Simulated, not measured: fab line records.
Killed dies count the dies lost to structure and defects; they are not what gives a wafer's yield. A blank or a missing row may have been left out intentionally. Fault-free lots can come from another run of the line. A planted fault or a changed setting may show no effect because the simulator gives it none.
Which tool is to blame? || flow nandHarc || 11 lots, 33 wafers sampled, at 5 steps of a route of 1159

WHAT THE GAUGES SHOWED, per wafer
NHARC_END_SORT_01. Usual: defectLimitedYield 95.2 %, standard deviation 1.9; killedAtArray 29, standard deviation 13; killedAtOther 0.7, standard deviation 1; killedAtPeriphery 3.2, standard deviation 2.3; killedDies 33, standard deviation 13; killedOpen 3.3, standard deviation 1.7; killedShort 2.0, standard deviation 1.5; sort_bin_2_pct 1.5 %, standard deviation 0.8; sort_bin_3_pct 0.27 %, standard deviation 0.22; sort_bin_4_pct 3.0 %, standard deviation 1.1; sortNPass 644, standard deviation 13; sortRimYieldPct 96.0 %, standard deviation 2.9; sortYieldPct 95.2 %, standard deviation 1.9.
{"lot": "L418", "measured": "day 20 22:35", "on": "prober-01", "defectLimitedYield (%)": "97.9 97.0 97.5", "killedAtArray": "13 15 14", "killedAtOther": "0 1 0", "killedAtPeriphery": "1 4 3", "killedDies": "14 20 17", "killedOpen": "4 7 4", "killedShort": "2 1 4", "sort_bin_2_pct (%)": "0.7 1.0 0.9", "sort_bin_3_pct (%)": "0 0.15 0", "sort_bin_4_pct (%)": "1.3 1.8 1.6", "sortNPass": "663 657 660", "sortRimYieldPct (%)": "99.1 97.2 97.2", "sortYieldPct (%)": "97.9 97.0 97.5", "flag": ""}
{"lot": "L420", "measured": "day 21 14:54", "on": "prober-02", "defectLimitedYield (%)": "97.0 97.3 97.3", "killedAtArray": "17 13 12", "killedAtOther": "1 0 0", "killedAtPeriphery": "2 5 6", "killedDies": "20 18 18", "killedOpen": "3 4 3", "killedShort": "1 1 3", "sort_bin_2_pct (%)": "1.0 0.9 0.9", "sort_bin_3_pct (%)": "0.44 0 0", "sort_bin_4_pct (%)": "1.5 1.8 1.8", "sortNPass": "657 659 659", "sortRimYieldPct (%)": "97.2 98.1 96.2", "sortYieldPct (%)": "97.0 97.3 97.3", "flag": ""}
{"lot": "L421", "measured": "day 21 07:10", "on": "prober-01", "defectLimitedYield (%)": "79.6 78.1 83.9", "killedAtArray": "35 37 32", "killedAtOther": "0 3 3", "killedAtPeriphery": "103 108 74", "killedDies": "138 148 109", "killedOpen": "8 4 6", "killedShort": "1 1 2", "sort_bin_2_pct (%)": "7.5 7.8 5.9", "sort_bin_3_pct (%)": "5.17 5.47 3.55", "sort_bin_4_pct (%)": "7.7 8.6 6.6", "sortNPass": "539 529 568", "sortRimYieldPct (%)": "83.0 98.1 76.4", "sortYieldPct (%)": "79.6 78.1 83.9", "flag": "OFF"}
{"lot": "L422", "measured": "day 22 01:38", "on": "prober-02", "defectLimitedYield (%)": "85.1 86.3 78.9", "killedAtArray": "46 32 39", "killedAtOther": "0 0 0", "killedAtPeriphery": "55 61 104", "killedDies": "101 93 143", "killedOpen": "2 4 5", "killedShort": "0 2 2", "sort_bin_2_pct (%)": "4.9 4.9 8.0", "sort_bin_3_pct (%)": "3.84 3.84 4.87", "sort_bin_4_pct (%)": "6.2 5.0 8.3", "sortNPass": "576 584 534", "sortRimYieldPct (%)": "86.8 82.1 97.2", "sortYieldPct (%)": "85.1 86.3 78.9", "flag": "OFF"}

TOOL THAT RAN EACH LOT (tool first, then ch and the chambers of the sampled wafers, then the start)
{"lot": "L413", "NHARC_P_M2_ETCH_15": "rieDiel-11 ch 0,1, day 5 23:44", "NHARC_A_BONDPAD_PVD_17": "pvdSputter-02, day 17 21:20 or earlier", "NHARC_A_BONDPAD_CMP_19": "cmp-01 ch 0,1,3, day 17 21:20", "NHARC_THIN_TSV_DESCUM_35": "rieDiel-02 ch 0,2,3, day 18 15:17"}
{"lot": "L415", "NHARC_P_M2_ETCH_15": "rieDiel-04 ch 0,2,3, day 6 22:50", "NHARC_A_BONDPAD_PVD_17": "pvdSputter-02, day 18 11:51 or earlier", "NHARC_A_BONDPAD_CMP_19": "cmp-03 ch 1,2, day 18 11:51", "NHARC_THIN_TSV_DESCUM_35": "rieDiel-12 ch 1,2, day 19 07:10"}
{"lot": "L416", "NHARC_P_M2_ETCH_15": "rieDiel-11 ch 0,1,2, day 6 22:50", "NHARC_A_BONDPAD_PVD_17": "pvdSputter-03, day 18 12:17 or earlier", "NHARC_A_BONDPAD_CMP_19": "cmp-04 ch 0,1,3, day 18 12:17", "NHARC_THIN_TSV_DESCUM_35": "rieDiel-02 ch 0,2,3, day 19 08:06"}
{"lot": "L418", "NHARC_P_M2_ETCH_15": "rieDiel-04 ch 0,1, day 7 13:17", "NHARC_A_BONDPAD_PVD_17": "pvdSputter-02, day 19 20:01 or earlier", "NHARC_A_BONDPAD_CMP_19": "cmp-03 ch 0,2,3, day 19 20:01", "NHARC_THIN_TSV_DESCUM_35": "rieDiel-02 ch 0,1,3, day 20 14:20"}
{"lot": "L419", "NHARC_P_M2_ETCH_15": "rieDiel-04 ch 0,2,3, day 7 19:38", "NHARC_A_BONDPAD_PVD_17": "pvdSputter-03, day 20 01:16 or earlier", "NHARC_A_BONDPAD_CMP_19": "cmp-01 ch 1,2,3, day 20 01:16", "NHARC_THIN_TSV_DESCUM_35": "rieDiel-02 ch 0,2,3, day 20 22:20"}
{"lot": "L420", "NHARC_P_M2_ETCH_15": "rieDiel-04 ch 2,3, day 8 03:56", "NHARC_A_BONDPAD_PVD_17": "pvdSputter-02, day 20 06:58 or earlier", "NHARC_A_BONDPAD_CMP_19": "cmp-01 ch 0,3, day 20 06:58", "NHARC_THIN_TSV_DESCUM_35": "rieDiel-12 ch 0,2,3, day 21 03:55"}
{"lot": "L421", "NHARC_P_M2_ETCH_15": "rieDiel-04 ch 0,1,3, day 8 05:04", "NHARC_A_BONDPAD_PVD_17": "pvdSputter-01, day 20 06:38 or earlier", "NHARC_A_BONDPAD_CMP_19": "cmp-01 ch 0,1,2, day 20 06:38", "NHARC_THIN_TSV_DESCUM_35": "rieDiel-12 ch 0,3, day 21 00:37"}
{"lot": "L422", "NHARC_P_M2_ETCH_15": "rieDiel-04 ch 0,1,2, day 8 11:42", "NHARC_A_BONDPAD_PVD_17": "pvdSputter-03, day 20 20:28 or earlier", "NHARC_A_BONDPAD_CMP_19": "cmp-04 ch 0,1, day 20 20:28", "NHARC_THIN_TSV_DESCUM_35": "rieDiel-03 ch 1,2,3, day 21 16:51"}
{"lot": "L433", "NHARC_P_M2_ETCH_15": "rieDiel-04 ch 0,1,2, day 11 08:09", "NHARC_A_BONDPAD_PVD_17": "pvdSputter-02, day 23 05:46 or earlier", "NHARC_A_BONDPAD_CMP_19": "cmp-01 ch 1,3, day 23 05:46", "NHARC_THIN_TSV_DESCUM_35": "rieDiel-02 ch 0,1,3, day 24 01:46"}
{"lot": "L435", "NHARC_P_M2_ETCH_15": "rieDiel-04 ch 0,2,3, day 11 08:57", "NHARC_A_BONDPAD_PVD_17": "pvdSputter-03, day 23 06:50 or earlier", "NHARC_A_BONDPAD_CMP_19": "cmp-03 ch 0,2,3, day 23 06:50", "NHARC_THIN_TSV_DESCUM_35": "rieDiel-02 ch 1,2,3, day 24 02:52"}
{"lot": "L436", "NHARC_P_M2_ETCH_15": "rieDiel-04 ch 1,2,3, day 11 21:05", "NHARC_A_BONDPAD_PVD_17": "pvdSputter-02, day 24 03:23 or earlier", "NHARC_A_BONDPAD_CMP_19": "cmp-04 ch 1,2,3, day 24 03:23", "NHARC_THIN_TSV_DESCUM_35": "rieDiel-02 ch 1,2,3, day 24 20:46"}
- NHARC_P_M2_ETCH_15: etches the open film in C4F8/Ar, target depth 182.5 nm, time 91.2 s.
- NHARC_A_BONDPAD_PVD_17: deposits TaN, target thk 5 nm, time 8.06 s.
- NHARC_A_BONDPAD_CMP_19: polishes, t overpolish 30 s, cu recess touch 16 s, target thk 169.8 nm.
- NHARC_THIN_TSV_DESCUM_35: chemistry O2, time 3 s.

WHAT THE TOOLS THEMSELVES READ (means of the sampled wafers that have a number; where no wafer has one, the mark that the record gives instead)
NHARC_P_M2_ETCH_15. Usual: chamberPressureMTorr 25.001 mTorr, standard deviation 0.022; oesProductAu 0.948 a.u., standard deviation 0.023; rfVppV 441 V, standard deviation 3.1.
{"lot": "L413", "tool": "rieDiel-11", "chamberPressureMTorr (mTorr)": 24.989, "oesProductAu (a.u.)": 0.922, "rfVppV (V)": 439, "flag": ""}
{"lot": "L415", "tool": "rieDiel-04", "chamberPressureMTorr (mTorr)": 24.991, "oesProductAu (a.u.)": 0.980, "rfVppV (V)": 443, "flag": ""}
{"lot": "L416", "tool": "rieDiel-11", "chamberPressureMTorr (mTorr)": 25.007, "oesProductAu (a.u.)": 0.946, "rfVppV (V)": 442, "flag": ""}
{"lot": "L418", "tool": "rieDiel-04", "chamberPressureMTorr (mTorr)": 24.997, "oesProductAu (a.u.)": 0.959, "rfVppV (V)": 439, "flag": ""}
{"lot": "L419", "tool": "rieDiel-04", "chamberPressureMTorr (mTorr)": 24.997, "oesProductAu (a.u.)": 0.972, "rfVppV (V)": 443, "flag": ""}
{"lot": "L420", "tool": "rieDiel-04", "chamberPressureMTorr (mTorr)": 24.977, "oesProductAu (a.u.)": 0.912, "rfVppV (V)": 443, "flag": ""}
{"lot": "L421", "tool": "rieDiel-04", "chamberPressureMTorr (mTorr)": 24.995, "oesProductAu (a.u.)": 0.947, "rfVppV (V)": 441, "flag": ""}
{"lot": "L422", "tool": "rieDiel-04", "chamberPressureMTorr (mTorr)": 25.000, "oesProductAu (a.u.)": 0.975, "rfVppV (V)": 442, "flag": ""}
{"lot": "L433", "tool": "rieDiel-04", "chamberPressureMTorr (mTorr)": 24.991, "oesProductAu (a.u.)": 0.927, "rfVppV (V)": 441, "flag": ""}
{"lot": "L435", "tool": "rieDiel-04", "chamberPressureMTorr (mTorr)": 24.996, "oesProductAu (a.u.)": 0.967, "rfVppV (V)": 443, "flag": ""}
{"lot": "L436", "tool": "rieDiel-04", "chamberPressureMTorr (mTorr)": 25.010, "oesProductAu (a.u.)": 0.919, "rfVppV (V)": 442, "flag": ""}

NHARC_A_BONDPAD_PVD_17. Usual: throttleValvePct reads 29.6 % (standard deviation 1.2).
{"lot": "L413", "tool": "pvdSputter-02", "throttleValvePct (%)": 27.7, "flag": ""}
{"lot": "L415", "tool": "pvdSputter-02", "throttleValvePct (%)": 28.1, "flag": ""}
{"lot": "L416", "tool": "pvdSputter-03", "throttleValvePct (%)": 30.9, "flag": ""}
{"lot": "L418", "tool": "pvdSputter-02", "throttleValvePct (%)": 28.1, "flag": ""}
{"lot": "L419", "tool": "pvdSputter-03", "throttleValvePct (%)": 30.9, "flag": ""}
{"lot": "L420", "tool": "pvdSputter-02", "throttleValvePct (%)": 28.8, "flag": ""}
{"lot": "L421", "tool": "pvdSputter-01", "throttleValvePct (%)": 29.2, "flag": ""}
{"lot": "L422", "tool": "pvdSputter-03", "throttleValvePct (%)": 30.8, "flag": ""}
{"lot": "L433", "tool": "pvdSputter-02", "throttleValvePct (%)": 28.3, "flag": ""}
{"lot": "L435", "tool": "pvdSputter-03", "throttleValvePct (%)": 30.4, "flag": ""}
{"lot": "L436", "tool": "pvdSputter-02", "throttleValvePct (%)": 28.6, "flag": ""}

NHARC_A_BONDPAD_CMP_19. Usual: motorCurrentA 12.1 A, standard deviation 1.1; overpolishRunS 30.000 s, standard deviation 0.0097.
{"lot": "L413", "tool": "cmp-01", "motorCurrentA (A)": 12.3, "overpolishRunS (s)": 30.004, "flag": ""}
{"lot": "L415", "tool": "cmp-03", "motorCurrentA (A)": 12.3, "overpolishRunS (s)": 29.998, "flag": ""}
{"lot": "L416", "tool": "cmp-04", "motorCurrentA (A)": 11.8, "overpolishRunS (s)": 29.998, "flag": ""}
{"lot": "L418", "tool": "cmp-03", "motorCurrentA (A)": 13.2, "overpolishRunS (s)": 29.997, "flag": ""}
{"lot": "L419", "tool": "cmp-01", "motorCurrentA (A)": 11.3, "overpolishRunS (s)": 29.996, "flag": ""}
{"lot": "L420", "tool": "cmp-01", "motorCurrentA (A)": 12.3, "overpolishRunS (s)": 29.997, "flag": ""}
{"lot": "L421", "tool": "cmp-01", "motorCurrentA (A)": 11.8, "overpolishRunS (s)": 30.002, "flag": ""}
{"lot": "L422", "tool": "cmp-04", "motorCurrentA (A)": 10.8, "overpolishRunS (s)": 30.000, "flag": ""}
{"lot": "L433", "tool": "cmp-01", "motorCurrentA (A)": 12.1, "overpolishRunS (s)": 30.002, "flag": ""}
{"lot": "L435", "tool": "cmp-03", "motorCurrentA (A)": 13.2, "overpolishRunS (s)": 30.000, "flag": ""}
{"lot": "L436", "tool": "cmp-04", "motorCurrentA (A)": 12.0, "overpolishRunS (s)": 30.007, "flag": ""}

NHARC_THIN_TSV_DESCUM_35. Usual: chamberPressureMTorr 59.99 mTorr, standard deviation 0.055; drypumpMotorCurrentA 5.6 A, standard deviation 0.48; oesProductAu 1.001 a.u., standard deviation 0.011; rfVppV 57.6 V, standard deviation 0.87; showerheadPlenumPTorr 1.90 Torr, standard deviation 0.1; throttleValvePct 11.311 %, standard deviation 0.0095.
{"lot": "L413", "tool": "rieDiel-02", "chamberPressureMTorr (mTorr)": 59.99, "drypumpMotorCurrentA (A)": 5.2, "oesProductAu (a.u.)": 1.008, "rfVppV (V)": 56.9, "showerheadPlenumPTorr (Torr)": 1.87, "throttleValvePct (%)": 11.306, "flag": ""}
{"lot": "L415", "tool": "rieDiel-12", "chamberPressureMTorr (mTorr)": 59.99, "drypumpMotorCurrentA (A)": 5.2, "oesProductAu (a.u.)": 0.984, "rfVppV (V)": 57.6, "showerheadPlenumPTorr (Torr)": 2.01, "throttleValvePct (%)": 11.309, "flag": ""}
{"lot": "L416", "tool": "rieDiel-02", "chamberPressureMTorr (mTorr)": 59.96, "drypumpMotorCurrentA (A)": 5.2, "oesProductAu (a.u.)": 1.003, "rfVppV (V)": 57.6, "showerheadPlenumPTorr (Torr)": 1.87, "throttleValvePct (%)": 11.316, "flag": ""}
{"lot": "L418", "tool": "rieDiel-02", "chamberPressureMTorr (mTorr)": 60.01, "drypumpMotorCurrentA (A)": 5.4, "oesProductAu (a.u.)": 1.004, "rfVppV (V)": 56.4, "showerheadPlenumPTorr (Torr)": 1.87, "throttleValvePct (%)": 11.308, "flag": ""}
{"lot": "L419", "tool": "rieDiel-02", "chamberPressureMTorr (mTorr)": 60.04, "drypumpMotorCurrentA (A)": 5.2, "oesProductAu (a.u.)": 1.016, "rfVppV (V)": 58.2, "showerheadPlenumPTorr (Torr)": 1.87, "throttleValvePct (%)": 11.307, "flag": ""}
{"lot": "L420", "tool": "rieDiel-12", "chamberPressureMTorr (mTorr)": 59.98, "drypumpMotorCurrentA (A)": 5.9, "oesProductAu (a.u.)": 0.997, "rfVppV (V)": 58.5, "showerheadPlenumPTorr (Torr)": 2.02, "throttleValvePct (%)": 11.309, "flag": ""}
{"lot": "L421", "tool": "rieDiel-12", "chamberPressureMTorr (mTorr)": 60.04, "drypumpMotorCurrentA (A)": 6.3, "oesProductAu (a.u.)": 1.003, "rfVppV (V)": 58.2, "showerheadPlenumPTorr (Torr)": 2.00, "throttleValvePct (%)": 11.315, "flag": ""}
{"lot": "L422", "tool": "rieDiel-03", "chamberPressureMTorr (mTorr)": 59.99, "drypumpMotorCurrentA (A)": 5.4, "oesProductAu (a.u.)": 0.997, "rfVppV (V)": 57.1, "showerheadPlenumPTorr (Torr)": 1.86, "throttleValvePct (%)": 11.309, "flag": ""}
{"lot": "L433", "tool": "rieDiel-02", "chamberPressureMTorr (mTorr)": 59.98, "drypumpMotorCurrentA (A)": 5.4, "oesProductAu (a.u.)": 1.009, "rfVppV (V)": 57.6, "showerheadPlenumPTorr (Torr)": 1.87, "throttleValvePct (%)": 11.311, "flag": ""}
{"lot": "L435", "tool": "rieDiel-02", "chamberPressureMTorr (mTorr)": 60.02, "drypumpMotorCurrentA (A)": 5.5, "oesProductAu (a.u.)": 1.009, "rfVppV (V)": 56.7, "showerheadPlenumPTorr (Torr)": 1.78, "throttleValvePct (%)": 11.311, "flag": ""}
{"lot": "L436", "tool": "rieDiel-02", "chamberPressureMTorr (mTorr)": 60.00, "drypumpMotorCurrentA (A)": 5.5, "oesProductAu (a.u.)": 1.012, "rfVppV (V)": 57.3, "showerheadPlenumPTorr (Torr)": 1.78, "throttleValvePct (%)": 11.315, "flag": ""}

THE ANSWER, worked out from the rows above alone
Rule: take the mean of a lot's wafers that have a number; if it is more than 3 standard deviations from the usual mean, the lot is off. Also off: a lot with no number at a reading for which 4 or more lots have one. All remaining lots with rows at the step are treated as sound. Order of review: gauges by route order, followed by the tools' own readings, for which a lot's mean as printed above is used. The first step at which some lot is off is used, and at that step the reading that is off furthest; a lot without a number counts as furthest.
Off: L421, L422, at NHARC_END_SORT_01 (killedAtPeriphery). Neither off nor sound, because the step has no rows for them: L413, L415, L416, L419, L433, L435, L436.
A tool fits if, at a process step before that reading, it ran every lot that is off, and no sound lot after the first of them. The gauges at NHARC_END_SORT_01 are tried like those tools. Because NHARC_A_BONDPAD_PVD_17 lacks a start for some lots, the hours and order of its lots are taken from NHARC_A_BONDPAD_CMP_19. One candidate fits, namely rieDiel-04 at NHARC_P_M2_ETCH_15. A fault onset in the window from L420 (day 8 03:56, its last sound lot) to L421 (day 8 05:04, its first lot off) fits.

WHAT THE SIMULATOR PUT IN
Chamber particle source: rieDiel-04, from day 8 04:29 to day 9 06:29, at NHARC_P_M2_ETCH_15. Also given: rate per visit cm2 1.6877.
Struck lots among those shown: L421, L422. This agrees with what the rule above found.
